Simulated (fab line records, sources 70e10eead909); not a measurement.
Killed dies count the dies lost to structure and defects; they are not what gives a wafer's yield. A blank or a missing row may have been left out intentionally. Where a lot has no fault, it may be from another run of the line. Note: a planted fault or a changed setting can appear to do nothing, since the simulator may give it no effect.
Chamber matching | flow nand-harc | NHARC_A_CHANNEL_FILL_D2_ALD_25 on ald-hk-03 has 4 sister chambers
The step deposits SiOx, target thk 60 nm, pulse time 10 s, ald cycles 600. 14 wafers are shown with their chamber, then 7 later ones without.

== WAFERS WITH THEIR CHAMBER ==
wafer  | chamber | heater-power-w (W) | heater-power-outer-w (W) | susceptor-temp-C (C)
L076.1 | 2       | 422                | 243                      | 300.35
L076.5 | 2       | 409                | 237                      | 300.45
L076.6 | 3       | 460                | 243                      | 300.21
L077.3 | 3       | 454                | 253                      | 299.63
L077.4 | 2       | 419                | 242                      | 300.03
L077.5 | 2       | 425                | 242                      | 300.31
L080.1 | 3       | 457                | 254                      | 300.21
L080.4 | 0       | 418                | 241                      | 299.95
L080.5 | 2       | 382                | 227                      | 299.88
L082.2 | 3       | 453                | 252                      | 299.99
L082.3 | 1       | 360                | 201                      | 299.95
L082.5 | 0       | 426                | 234                      | 300.19
L085.2 | 1       | 347                | 194                      | 299.95
L085.4 | 0       | 421                | 235                      | 300.06

SIGNATURES (averages over the wafers above)
reading              | chamber 0 | chamber 1 | chamber 2 | chamber 3 | scatter within a chamber
heater-power-w       | 421.67    | 353.50    | 411.40    | 456.00    | 11.7
heater-power-outer-w | 236.67    | 197.50    | 238.20    | 250.50    | 5.56
susceptor-temp-C     | 300.0667  | 299.9500  | 300.2040  | 300.0100  | 0.22
Rule: distance of a wafer from a chamber = root of the sum over the readings of ((wafer's reading minus chamber's mean) / reading's scatter) squared. If the next closest chamber is less than 2 further off than the closest, the wafer can't be placed; otherwise it belongs to the closest. How the scatter is found: for the shown wafers, subtract from each reading the mean of its chamber, square and add these, divide the total by (wafers less chambers), then take the root.

== WAFERS WHOSE CHAMBER IS MISSING ==
wafer  | heater-power-w (W) | heater-power-outer-w (W) | susceptor-temp-C (C)
L085.5 | 391                | 232                      | 300.00
L088.2 | 383                | 228                      | 300.06
L088.3 | 368                | 198                      | 299.90
L088.5 | 422                | 244                      | 300.29
L093.1 | 362                | 193                      | 299.92
L093.4 | 391                | 232                      | 300.09
L093.5 | 393                | 231                      | 300.10

== CHAMBER TAKEN BY EACH ==
wafer  | from the rows above          | in truth
L085.5 | can't be placed: 2 or 0      | 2
L088.2 | can't be placed: 2 or 0      | 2
L088.3 | 1                            | 1
L088.5 | can't be placed: 2 or 0 or 3 | 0
L093.1 | 1                            | 1
L093.4 | can't be placed: 2 or 0      | 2
L093.5 | can't be placed: 2 or 0      | 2
Correct placement for 2 of the 7. Not placeable from these rows: 5 (in 5, the candidates include the true chamber). Placed wrongly: 0.
